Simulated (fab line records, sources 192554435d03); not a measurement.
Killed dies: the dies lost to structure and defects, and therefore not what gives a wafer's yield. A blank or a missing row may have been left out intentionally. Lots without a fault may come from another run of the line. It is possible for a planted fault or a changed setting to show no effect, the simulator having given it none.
fab line records | flow n5Finfet | part 2 of 2: steps 28 to 38 of 38
[record] lots = 5 | wafers = 15 | lastDay = 16
route steps=1938 shown SD_EPI_P@320 SD_ACTIVATION@330 ILD0@335 SDB@347
lots with no fault: from the same line, run without faults
startH: hours from the record's first day to the start of the lot's first wafer shown | waitH: time in hours since the lot's previous step | " the same as in the row above | L1.1+2: a row that stands for several wafers | - no value, or no start was given | * or withheld: withheld | < > ~ a bound
route shown NAME@n: names a module that has steps shown in the file, with the first one's number in the route | usual: mean/standard deviation of fault-free wafers | same: alike in all rows | chamber/n: place in a boat | sites: each site's reading | _std_site: the standard deviation of these | _edge_site: the outer-site mean with the inner-site mean subtracted | radiusMm: for every site, how far away it sits from the centre of the wafer | mask NAME#n: copy n | behind: the tool/chamber that last shaped the wafer | hold: why the lot went on hold/how many hours it stayed there/how the hold came to an end | device: transistor that didn't switch, given as n, p or np | end of line: tests of these same wafers at the route's end | for a step that has no rows: nothing shown but its recipe | killed: at the first sort, the dies lost to defects and structure; wafer yield is something else | map: per-die view of a wafer (x killed, . not killed, _ where there is no die)
set.NAME: setting as actually run; set.NAME@STEP: the setting as run at that earlier step | model.NAME: the simulator's own value behind a step, which no gauge read
lots seen at some steps along the route; tables by step, rows by wafer
services: when a tool's chamber went out of use (startH, in hours from the record's first day, below 0 if earlier), for how many hours, and the reason
[[steps]]
[step N5_SDB_COAT_03]
[recipe] resist = SOC | tempC = 250 | timeS = 60 | spinRpm = 1500 | resistThkNm = 100
[usual] exhaustPa = 44.9/0.81
lot.wafer | tool          | chamber | startH | waitH | exhaustPa
L074.1    | lithoTrack-01 | 0       | 68.42  | 0.1   | 45.2
L074.5    | "             | 0       | "      | "     | 45.0
L074.6    | "             | 0       | "      | "     | 45.7
L080.2    | lithoTrack-01 | 0       | 100.85 | 0.1   | 45.5
L080.5    | "             | 0       | "      | "     | 45.5
L080.6    | "             | 0       | "      | "     | 44.6
L082.2    | lithoTrack-05 | 0       | 113.15 | 0.1   | 45.3
L082.5    | "             | 0       | "      | "     | 45.2
L082.6    | "             | 0       | "      | "     | 44.9
L090.2    | lithoTrack-01 | 0       | 163.51 | 0.1   | 44.9
L090.4    | "             | 0       | "      | "     | 44.8
L090.6    | "             | 0       | "      | "     | 45.2
L096.1    | lithoTrack-03 | 0       | 198.94 | 0.1   | 46.6
L096.2    | "             | 0       | "      | "     | 46.2
L096.3    | "             | 0       | "      | "     | 45.8
[step N5_SDB_COAT_04]
[recipe] resist = SiARC | tempC = 220 | timeS = 60 | spinRpm = 1500 | resistThkNm = 18
[usual] exhaustPa = 45.0/0.81
lot.wafer | tool          | chamber | startH | waitH | exhaustPa
L074.1    | lithoTrack-01 | 0       | -      | -     | 43.8
L074.5    | "             | 0       | "      | "     | 44.0
L074.6    | "             | 0       | "      | "     | 43.9
L080.2    | lithoTrack-01 | 0       | -      | -     | 43.7
L080.5    | "             | 0       | "      | "     | 44.0
L080.6    | "             | 0       | "      | "     | 44.1
L082.2    | lithoTrack-05 | 0       | -      | -     | 44.1
L082.5    | "             | 0       | "      | "     | 45.3
L082.6    | "             | 0       | "      | "     | 44.9
L090.2    | lithoTrack-01 | 0       | -      | -     | 45.9
L090.4    | "             | 0       | "      | "     | 43.8
L090.6    | "             | 0       | "      | "     | 45.1
L096.1    | lithoTrack-03 | 0       | -      | -     | 44.3
L096.2    | "             | 0       | "      | "     | 43.7
L096.3    | "             | 0       | "      | "     | 44.3
[step N5_SDB_COAT_05]
[recipe] resist = CAR-ArF | spinRpm = 1500 | resistThkNm = 90
[usual] exhaustPa = 44.9/0.92
lot.wafer | tool          | chamber | startH | waitH | exhaustPa
L074.1    | lithoTrack-01 | 0       | -      | -     | 43.6
L074.5    | "             | 0       | "      | "     | 44.8
L074.6    | "             | 0       | "      | "     | 44.1
L080.2    | lithoTrack-01 | 0       | -      | -     | 45.4
L080.5    | "             | 0       | "      | "     | 45.2
L080.6    | "             | 0       | "      | "     | 44.3
L082.2    | lithoTrack-05 | 0       | -      | -     | 43.7
L082.5    | "             | 0       | "      | "     | 44.3
L082.6    | "             | 0       | "      | "     | 43.6
L090.2    | lithoTrack-01 | 0       | -      | -     | 45.6
L090.4    | "             | 0       | "      | "     | 45.4
L090.6    | "             | 0       | "      | "     | 43.9
L096.1    | lithoTrack-03 | 0       | -      | -     | 44.9
L096.2    | "             | 0       | "      | "     | 43.1
L096.3    | "             | 0       | "      | "     | 43.6
[step N5_SDB_EBR_07]
[recipe] solvent = PGMEA | ebrWidthMm = 1.5
[usual] exhaustPa = 45.0/0.75
lot.wafer | tool          | chamber | startH | waitH | exhaustPa
L074.1    | lithoTrack-01 | 0       | -      | -     | 44.3
L074.5    | "             | 0       | "      | "     | 44.9
L074.6    | "             | 0       | "      | "     | 45.3
L080.2    | lithoTrack-01 | 0       | -      | -     | 46.2
L080.5    | "             | 0       | "      | "     | 46.3
L080.6    | "             | 0       | "      | "     | 45.4
L082.2    | lithoTrack-05 | 0       | -      | -     | 45.8
L082.5    | "             | 0       | "      | "     | 46.3
L082.6    | "             | 0       | "      | "     | 45.0
L090.2    | lithoTrack-01 | 0       | -      | -     | 43.9
L090.4    | "             | 0       | "      | "     | 44.2
L090.6    | "             | 0       | "      | "     | 44.3
L096.1    | lithoTrack-03 | 0       | -      | -     | 45.1
L096.2    | "             | 0       | "      | "     | 44.4
L096.3    | "             | 0       | "      | "     | 44.1
[step N5_SDB_SOFTBAKE_06]
[recipe] tempC = 110 | timeS = 60 | resist = CAR-ArF
[usual] exhaustPa = 44.7/0.82
lot.wafer | tool          | chamber | startH | waitH | exhaustPa
L074.1    | lithoTrack-01 | 0       | -      | -     | 44.2
L074.5    | "             | 0       | "      | "     | 44.6
L074.6    | "             | 0       | "      | "     | 44.9
L080.2    | lithoTrack-01 | 0       | -      | -     | 45.1
L080.5    | "             | 0       | "      | "     | 43.9
L080.6    | "             | 0       | "      | "     | 44.1
L082.2    | lithoTrack-05 | 0       | -      | -     | 43.6
L082.5    | "             | 0       | "      | "     | 44.0
L082.6    | "             | 0       | "      | "     | 44.8
L090.2    | lithoTrack-01 | 0       | -      | -     | 43.4
L090.4    | "             | 0       | "      | "     | 43.4
L090.6    | "             | 0       | "      | "     | 42.7
L096.1    | lithoTrack-03 | 0       | -      | -     | 44.0
L096.2    | "             | 0       | "      | "     | 44.6
L096.3    | "             | 0       | "      | "     | 43.4
[step N5_SDB_EXPOSE_08]
[recipe] maskId = SDB | na = 1.35 | sourceShape = conventional | sigmaOuter = 0.5 | polarization = unpolarized | doseMj = 49.6
[same] na = 1.35
lot.wafer  | tool           | chamber | startH | waitH | mask
L074.1+5+6 | arfiScanner-01 | 0       | 68.66  | -     | SDB#0
L080.2+5+6 | arfiScanner-01 | 0       | 101.10 | -     | SDB#0
L082.2+5+6 | arfiScanner-03 | 0       | 113.40 | -     | SDB#0
L090.2+4+6 | arfiScanner-03 | 0       | 163.76 | -     | SDB#0
L096.1+2+3 | arfiScanner-03 | 0       | 199.18 | -     | SDB#0
[step N5_SDB_PEB_09]
[recipe] pebTempC = withheld | pebTimeS = 60 | resist = CAR-ArF
[usual] exhaustPa = 44.9/0.91
lot.wafer | tool          | chamber | startH | waitH | exhaustPa
L074.1    | lithoTrack-05 | 0       | 68.72  | 0.1   | 41.5
L074.5    | "             | 0       | "      | "     | 43.1
L074.6    | "             | 0       | "      | "     | 42.9
L080.2    | lithoTrack-03 | 0       | 101.16 | 0.0   | 44.4
L080.5    | "             | 0       | "      | "     | 43.5
L080.6    | "             | 0       | "      | "     | 44.7
L082.2    | lithoTrack-05 | 0       | 113.45 | 0.0   | 45.3
L082.5    | "             | 0       | "      | "     | 45.0
L082.6    | "             | 0       | "      | "     | 45.0
L090.2    | lithoTrack-03 | 0       | 163.81 | 0.0   | 44.2
L090.4    | "             | 0       | "      | "     | 45.2
L090.6    | "             | 0       | "      | "     | 47.3
L096.1    | lithoTrack-03 | 0       | 199.24 | 0.1   | 44.8
L096.2    | "             | 0       | "      | "     | 45.0
L096.3    | "             | 0       | "      | "     | 45.9
[step N5_SDB_DEVELOP_10]
[recipe] developTimeS = 30 | developer = TMAH | resist = CAR-ArF | rinseLiquid = diw | dry = airSpin | devTempC = 23
[usual] exhaustPa = 45.0/0.93
lot.wafer | tool          | chamber | startH | waitH | exhaustPa
L074.1    | lithoTrack-05 | 0       | -      | -     | 45.5
L074.5    | "             | 0       | "      | "     | 46.4
L074.6    | "             | 0       | "      | "     | 44.6
L080.2    | lithoTrack-03 | 0       | -      | -     | 44.2
L080.5    | "             | 0       | "      | "     | 44.7
L080.6    | "             | 0       | "      | "     | 44.8
L082.2    | lithoTrack-05 | 0       | -      | -     | 46.8
L082.5    | "             | 0       | "      | "     | 45.3
L082.6    | "             | 0       | "      | "     | 45.8
L090.2    | lithoTrack-03 | 0       | -      | -     | 46.0
L090.4    | "             | 0       | "      | "     | 46.9
L090.6    | "             | 0       | "      | "     | 46.8
L096.1    | lithoTrack-03 | 0       | -      | -     | 45.6
L096.2    | "             | 0       | "      | "     | 44.8
L096.3    | "             | 0       | "      | "     | 44.7
[step N5_SDB_CD_MEAS_11]
[recipe] targetCdNm = 50 | landingEnergyEv = 500 | detector = seInlens | polarity = opening
[usual] cdNm = 50.2/1.4
lot.wafer | tool     | chamber | startH | waitH | cdNm
L074.1    | cdSem-03 | 0       | 68.79  | -     | 52.5
L074.5    | "        | 0       | "      | "     | 49.7
L074.6    | "        | 0       | "      | "     | 49.9
L080.2    | cdSem-01 | 0       | 101.22 | -     | 51.8
L080.5    | "        | 0       | "      | "     | 50.3
L080.6    | "        | 0       | "      | "     | 50.3
L082.2    | cdSem-01 | 0       | 113.52 | -     | 49.1
L082.5    | "        | 0       | "      | "     | 51.8
L082.6    | "        | 0       | "      | "     | 48.3
L090.2    | cdSem-01 | 0       | 163.88 | -     | 46.5
L090.4    | "        | 0       | "      | "     | 48.5
L090.6    | "        | 0       | "      | "     | 49.3
L096.1    | cdSem-02 | 0       | 199.30 | -     | 52.3
L096.2    | "        | 0       | "      | "     | 49.1
L096.3    | "        | 0       | "      | "     | 50.3
[step N5_SDB_OVL_MEAS_12]
[recipe] pointsPerWafer = 44
[usual] SDB_OVL = 0.2/0.7
lot.wafer | tool       | chamber | startH | waitH | SDB_OVL[nm]
L074.1    | overlay-02 | 0       | 68.82  | 0.0   | 0.5
L074.5    | "          | 0       | "      | "     | 0.0
L074.6    | "          | 0       | "      | "     | -0.7
L080.2    | overlay-01 | 0       | 101.25 | 0.0   | 1.0
L080.5    | "          | 0       | "      | "     | 1.6
L080.6    | "          | 0       | "      | "     | 0.9
L082.2    | overlay-02 | 0       | 113.55 | 0.0   | -0.2
L082.5    | "          | 0       | "      | "     | 0.4
L082.6    | "          | 0       | "      | "     | -0.3
L090.2    | overlay-02 | 0       | 163.91 | 0.0   | 0.1
L090.4    | "          | 0       | "      | "     | 0.1
L090.6    | "          | 0       | "      | "     | 0.9
L096.1    | overlay-02 | 0       | 199.33 | 0.0   | 0.1
L096.2    | "          | 0       | "      | "     | -0.1
L096.3    | "          | 0       | "      | "     | -0.1
[step N5_SDB_INSPECT_13]
[recipe] mode = adi | inspectInstrument = brightfield
[usual] rawDefectCount = 69/27
lot.wafer | tool             | chamber | startH | waitH | rawDefectCount
L074.1    | defectInspect-01 | -       | 68.84  | 0.0   | 124
L074.5    | "                | -       | "      | "     | 99
L074.6    | "                | -       | "      | "     | 91
L080.2    | defectInspect-01 | -       | 101.28 | 0.0   | 91
L080.5    | "                | -       | "      | "     | 103
L080.6    | "                | -       | "      | "     | 86
L082.2    | defectInspect-02 | -       | 113.57 | 0.0   | 34
L082.5    | "                | -       | "      | "     | 60
L082.6    | "                | -       | "      | "     | 69
L090.2    | defectInspect-01 | -       | 163.93 | 0.0   | 113
L090.4    | "                | -       | "      | "     | 55
L090.6    | "                | -       | "      | "     | 137
L096.1    | defectInspect-01 | -       | 199.36 | 0.0   | 53
L096.2    | "                | -       | "      | "     | 44
L096.3    | "                | -       | "      | "     | 39
[[services]]
tool           | chamber | startH | hours | kind
arfiScanner-03 | -       | 35.15  | 0.3   | repair
aldSin-03      | -       | 37.19  | 1.9   | repair
rtpAnneal-01   | -       | 40.34  | 3.8   | pm
arfiScanner-03 | -       | 48.48  | 1.4   | repair
pecvd-04       | 1       | 49.31  | 22.6  | repair
aldSin-03      | -       | 51.05  | 1.7   | repair
cmp-01         | -       | 62.88  | 1.3   | repair
wetBench-01    | -       | 65.48  | 2.3   | repair
cmp-01         | -       | 77.63  | 3.9   | repair
cmp-03         | -       | 84.39  | 5.3   | pm
cmp-01         | -       | 91.16  | 17.3  | pm
arfiScanner-03 | -       | 100.35 | 1.3   | pm
arfiScanner-03 | -       | 111.63 | 1.0   | pm
pecvd-04       | -       | 112.89 | 4.0   | repair
cmp-03         | -       | 128.69 | 10.4  | pm
cmp-01         | -       | 141.81 | 1.9   | repair
cmp-04         | -       | 145.70 | 4.9   | pm
aldSin-03      | 0       | 149.07 | 8.7   | repair
aldSin-03      | -       | 164.77 | 4.3   | pm
cmp-03         | -       | 165.98 | 4.6   | repair
aldSin-03      | -       | 176.75 | 14.0  | pm
cmp-04         | -       | 184.76 | 10.6  | repair
cmp-01         | -       | 187.15 | 1.7   | repair
cmp-03         | -       | 195.14 | 4.0   | pm
